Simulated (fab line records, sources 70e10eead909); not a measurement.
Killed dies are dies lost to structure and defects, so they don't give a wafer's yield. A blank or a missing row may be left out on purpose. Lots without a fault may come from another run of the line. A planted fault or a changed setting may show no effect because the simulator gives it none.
Which tool did it? | flow nand_harc | 12 lots, 36 wafers sampled, at 6 steps of a route of 1159

WHAT THE GAUGES READ, wafer by wafer
NHARC_A_ONON_D1_THK_MEAS_27: measures by ellipsometry.
lot  | measured     | on            | thk_nm (nm)
L248 | day 8 09:09  | film_metro-02 | 1001 1002 1002
L250 | day 8 16:26  | film_metro-01 | 995 995 996
L251 | day 8 16:26  | film_metro-02 | 997 996 998
L254 | day 9 10:35  | film_metro-01 | 1008 1008 1008
L255 | day 10 01:38 | film_metro-02 | 1015 1015 1012
L258 | day 10 10:41 | film_metro-02 | 999 998 999
L259 | day 11 07:28 | film_metro-01 | 994 993 995
L260 | day 11 07:37 | film_metro-02 | 1008 1007 1008
L264 | day 12 02:56 | film_metro-01 | 1002 1001 1000
L267 | day 12 11:46 | film_metro-01 | 1000 1001 1003
L266 | day 12 20:32 | film_metro-01 | 991 991 991
L269 | day 13 15:17 | film_metro-02 | 1010 1011 1013

NHARC_A_ONON_D1_INSPECT_32.
lot  | measured     | on                | raw_defect_count
L248 | day 8 10:14  | defect_inspect-02 | 56 37 86
L250 | day 8 17:32  | defect_inspect-01 | 63 62 74
L251 | day 8 17:34  | defect_inspect-02 | 67 82 70
L254 | day 9 11:41  | defect_inspect-01 | 43 36 43
L255 | day 10 02:52 | defect_inspect-01 | 56 32 77
L258 | day 10 12:01 | defect_inspect-02 | 115 76 79
L259 | day 11 08:37 | defect_inspect-02 | 70 57 54
L260 | day 11 08:46 | defect_inspect-01 | 61 66 67
L264 | day 12 04:02 | defect_inspect-02 | 94 63 65
L267 | day 12 12:52 | defect_inspect-01 | 38 101 68
L266 | day 12 21:40 | defect_inspect-02 | 67 67 65
L269 | day 13 16:47 | defect_inspect-01 | 117 92 72

NHARC_A_CHANNEL_HOLE_D1_OVL_MEAS_11.
lot  | measured     | on         | overlay_x_nm (nm) | overlay_y_nm (nm)
L248 | day 8 15:04  | overlay-01 | 0.2 0.1 0.5       | -0.6 -0.5 -0.5
L250 | day 8 22:25  | overlay-01 | 0.7 1.5 1.1       | 0.2 0.2 0.0
L251 | day 8 22:27  | overlay-02 | 0.2 -0.2 0.8      | -1.0 -0.6 -0.5
L254 | day 9 14:22  | overlay-02 | 5.7 5.4 5.4       | -0.1 -0.1 -0.6
L255 | day 10 05:38 | overlay-02 | 5.1 4.3 4.6       | 0.4 -0.5 0.3
L258 | day 10 20:53 | overlay-02 | 6.5 5.7 5.6       | 0.4 0.1 0.3
L259 | day 11 11:20 | overlay-02 | 5.5 5.8 6.4       | 0.8 0.5 0.5
L260 | day 11 12:07 | overlay-02 | 1.3 0.5 0.2       | 1.0 0.9 0.6
L264 | day 12 07:48 | overlay-02 | 0.0 -0.1 -0.4     | -0.3 -0.4 -0.7
L267 | day 12 16:23 | overlay-02 | 0.5 0.4 0.1       | -1.0 -0.9 -1.4
L266 | day 13 01:32 | overlay-02 | -0.2 -0.2 -0.5    | 0.0 0.5 0.6
L269 | day 13 20:54 | overlay-02 | 0.4 0.3 0.6       | -0.2 0.2 -0.1

NHARC_END_SORT_01.
lot  | measured     | on        | killed_at_array | killed_at_other | killed_at_periphery | killed_dies | killed_open | killed_short
L259 | day 22 18:18 | prober-02 | 22 22 26        | 0 1 1           | 2 3 5               | 24 26 32    | 4 3 1       | 0 0 1

WHICH TOOL RAN EACH LOT (tool, then ch and the chambers of the sampled wafers, then the start)
lot  | NHARC_A_CHANNEL_HOLE_D1_DEP_01  | NHARC_A_CHANNEL_HOLE_D1_EXPOSE_07
L248 | pecvd-01 ch 0,1, day 8 14:15    | arfi_scanner-01 ch 0, day 8 14:50
L250 | pecvd-01 ch 1,2, day 8 21:40    | arfi_scanner-03 ch 0, day 8 22:11
L251 | pecvd-03 ch 0,2, day 8 21:48    | arfi_scanner-03 ch 0, day 8 22:14
L254 | pecvd-01 ch 0,1, day 9 13:41    | arfi_scanner-02 ch 0, day 9 14:09
L255 | pecvd-03 ch 0,1, day 10 04:52   | arfi_scanner-02 ch 0, day 10 05:25
L258 | pecvd-04 ch 1,2, day 10 20:06   | arfi_scanner-02 ch 0, day 10 20:39
L259 | pecvd-03 ch 0,1,2, day 11 10:43 | arfi_scanner-02 ch 0, day 11 11:07
L260 | pecvd-01 ch 0,1,2, day 11 11:17 | arfi_scanner-01 ch 0, day 11 11:53
L264 | pecvd-04 ch 0,1,2, day 12 07:05 | arfi_scanner-01 ch 0, day 12 07:35
L267 | pecvd-03 ch 0,2, day 12 15:35   | arfi_scanner-01 ch 0, day 12 16:10
L266 | pecvd-03 ch 0,1, day 13 00:47   | arfi_scanner-03 ch 0, day 13 01:19
L269 | pecvd-03 ch 0,1,2, day 13 20:05 | arfi_scanner-01 ch 0, day 13 20:40
- NHARC_A_CHANNEL_HOLE_D1_DEP_01: deposits SiON, target thk 140 nm.
- NHARC_A_CHANNEL_HOLE_D1_EXPOSE_07: exposes mask HOLE D1, target cd 100 nm.

WHAT THE TOOLS THEMSELVES READ (means of the sampled wafers that have a number; where no wafer has one, the mark that the record gives instead)
NHARC_A_CHANNEL_HOLE_D1_DEP_01.
lot  | tool     | heater_power_w (W)
L248 | pecvd-01 | 689
L250 | pecvd-01 | 757
L251 | pecvd-03 | 673
L254 | pecvd-01 | 701
L255 | pecvd-03 | 604
L258 | pecvd-04 | 901
L259 | pecvd-03 | 634
L260 | pecvd-01 | 738
L264 | pecvd-04 | 874
L267 | pecvd-03 | 578
L266 | pecvd-03 | 656
L269 | pecvd-03 | 674

THE ANSWER, worked out from the rows above alone
Rule: what is usual is taken from the lots themselves. Put in order of their means at a reading, lots are off if they are a third of the lots or fewer, leave a main group of 4 or more, and stand apart from it by a gap of 3 or more times the standard deviation of the main group's means; of several such gaps the widest counts. A main group whose means are all the same, to the digits that the tables above print for the reading, isn't used. A lot without any number at a reading at which 4 lots or more have one is off too. The other lots that the step has rows for count as sound. The gauges are gone through in route order, then the tools' own readings, and for those a lot's mean is taken as printed above. The first step at which some lot is off is used, and at that step the reading that is off furthest; a lot without a number counts as furthest.
Off: L254, L255, L258, L259, at NHARC_A_CHANNEL_HOLE_D1_OVL_MEAS_11 (overlay_x_nm). The main group: mean 0.3 nm, standard deviation 0.41.
A tool fits if, at a process step before that reading, it ran every lot that is off, and no sound lot after the first of them. The gauges at NHARC_A_CHANNEL_HOLE_D1_OVL_MEAS_11 are tried like those tools. One fits: arfi_scanner-02 at NHARC_A_CHANNEL_HOLE_D1_EXPOSE_07. It ran no sound lot before its first lot that is off in this sample, so the start can't be narrowed down.

WHAT THE SIMULATOR HAD PUT IN
Scanner matching overlay: arfi_scanner-02, from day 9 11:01 on, at NHARC_A_CHANNEL_HOLE_D1_EXPOSE_07. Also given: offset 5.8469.
Lots struck among those shown: L254, L255, L258, L259. The rule above found the same.
